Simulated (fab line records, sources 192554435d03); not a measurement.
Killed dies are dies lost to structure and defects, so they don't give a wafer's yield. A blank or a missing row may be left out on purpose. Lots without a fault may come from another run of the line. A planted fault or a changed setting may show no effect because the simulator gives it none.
One fault seen from 3 desks | flow n5_finfet | each desk has only its own numbers; what lay behind them comes last

THE METROLOGY DESK
What the gauges read, lot by lot, whatever tool the lot ran on: means of the sampled wafers that have a number. A lot is out of limits, marked OUT, if its mean lies more than 4 standard deviations from the usual mean; the brackets give that distance. Of its 10 readings 7 are shown: those that lie furthest out on some lot.
Columns: A = DIBL_N at N5_BEOL_M4_RC_MEAS_101, usual 36.3 mV/V; B = DIBL_P at N5_BEOL_M4_RC_MEAS_101, usual 36.2 mV/V; C = IOFF_P at N5_BEOL_M4_RC_MEAS_101, usual 0.21 nA/um; D = ION_P at N5_BEOL_M4_RC_MEAS_101, usual 461 uA/um; E = SS_N at N5_BEOL_M4_RC_MEAS_101, usual 71.6 mV/dec; F = SS_P at N5_BEOL_M4_RC_MEAS_101, usual 73.3 mV/dec; G = VT_P at N5_BEOL_M4_RC_MEAS_101, usual -251 mV
lot  | first seen here | A    | B    | C    | D   | E    | F    | G
L445 | day 7 13:00     | 35.5 | 34.5 | 0.21 | 471 | 72.0 | 73.5 | -251
L447 | day 7 19:15     | 34.2 | 34.8 | 0.17 | 452 | 71.2 | 73.1 | -252
L448 | day 8 12:02     | 35.4 | 35.1 | 0.18 | 454 | 72.0 | 73.3 | -253
L449 | day 8 17:03     | 37.9 | 38.1 | 0.26 | 467 | 72.0 | 74.1 | -246
L450 | day 8 20:27     | 34.1 | 34.1 | 0.20 | 465 | 70.6 | 73.1 | -249
L453 | day 9 17:47     | 35.3 | 33.0 | 0.18 | 460 | 70.9 | 73.0 | -252
L455 | day 9 19:12     | 35.5 | 35.8 | 0.19 | 465 | 71.9 | 73.7 | -253
L456 | day 10 06:25    | 36.5 | 35.0 | 0.19 | 455 | 71.6 | 72.7 | -253
L459 | day 11 05:43    | 36.8 | 37.8 | 0.24 | 466 | 71.9 | 73.9 | -249
L460 | day 11 16:39    | 35.1 | 34.0 | 0.18 | 456 | 71.2 | 72.4 | -251
L465 | day 12 09:29    | 35.8 | 36.0 | 0.16 | 453 | 71.3 | 73.0 | -259
This desk's finding: nothing out of limits on any of the 11 lots.

THE DEFECT DESK
What the inspections along the route counted, lot by lot: means of the sampled wafers that have a number. A lot is out of limits, marked OUT, if its mean lies more than 4 standard deviations from the usual mean; the brackets give that distance.
Columns: A = raw_defect_count at N5_BEOL_M4_INSPECT_30, usual 418
lot  | first seen here | A
L445 | day 7 07:42     | 258
L447 | day 7 14:24     | 307
L448 | day 8 02:31     | 504
L449 | day 8 12:26     | 475
L450 | day 8 14:22     | 395
L453 | day 9 09:42     | 432
L455 | day 9 10:13     | 452
L456 | day 9 22:19     | 446
L459 | day 10 23:53    | 431
L460 | day 11 11:20    | 480
L465 | day 12 02:34    | 429
This desk's finding: nothing out of limits on any of the 11 lots.

THE TOOL OWNER'S DESK: rie_diel-06
The tool's own readings at N5_BEOL_M4_TRENCH_ETCH_37 (etches SiOC in C4F6/O2, target depth 55.555 nm, time 29.2 s): means of the sampled wafers that have a number, for each lot that ran on this tool. A lot is out of limits, marked OUT, if its mean lies more than 4 standard deviations from the usual mean; the brackets give that distance.
Columns: A = bias_w at N5_BEOL_M4_TRENCH_ETCH_37, usual 185.0 W; B = drypump_motor_current_A at N5_BEOL_M4_TRENCH_ETCH_37, usual 5.7 A; C = oes_product_au at N5_BEOL_M4_TRENCH_ETCH_37, usual 0.77 a.u.; D = rf_vpp_V at N5_BEOL_M4_TRENCH_ETCH_37, usual 661 V; E = showerhead_plenum_p_Torr at N5_BEOL_M4_TRENCH_ETCH_37, usual 2.83 Torr; F = throttle_valve_pct at N5_BEOL_M4_TRENCH_ETCH_37, usual 21.09 %
lot  | first seen here | A               | B   | C    | D   | E    | F
L447 | day 7 15:13     | 184.8           | 5.6 | 0.71 | 660 | 2.79 | 21.41
L450 | day 8 15:43     | 184.4           | 5.7 | 0.68 | 658 | 2.82 | 21.30
L453 | day 9 12:38     | 184.8           | 5.3 | 0.71 | 657 | 2.74 | 21.28
L455 | day 9 13:29     | 185.1           | 6.0 | 0.69 | 660 | 2.89 | 21.37
L456 | day 10 01:34    | 184.6           | 5.7 | 0.69 | 661 | 2.78 | 21.51
L459 | day 11 01:20    | 185.5           | 5.5 | 0.79 | 657 | 2.78 | 21.08
L460 | day 11 12:36    | 192.0 (+12) OUT | 5.7 | 0.88 | 679 | 2.81 | 21.06
L465 | day 12 03:05    | 192.4 (+13) OUT | 6.0 | 0.96 | 681 | 2.88 | 20.98
This desk's finding: out of limits on L460, L465; first on L460, day 11 12:36 (bias_w at N5_BEOL_M4_TRENCH_ETCH_37). In limits: L447, L450, L453, L455, L456, L459.

PUT TOGETHER
The tool owner's desk could have raised an alarm at day 11 12:36, on L460, L465.
The metrology desk saw nothing out of limits.
The defect desk saw nothing out of limits.
The metrology desk has L460, L465 on record, within its limits.
The defect desk has L460, L465 on record, within its limits.
Of the lots named, all ran N5_BEOL_M4_TRENCH_ETCH_37 on rie_diel-06.

WHAT THE SIMULATOR HAD PUT IN
Process parameter drift: rie_diel-06, from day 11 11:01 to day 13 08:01, at N5_BEOL_M4_TRENCH_ETCH_37. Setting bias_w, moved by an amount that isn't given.
Lots struck among those shown: L460, L465.
Hours from the fault's start to each desk's first reading out of limits: the tool owner's desk, 2.
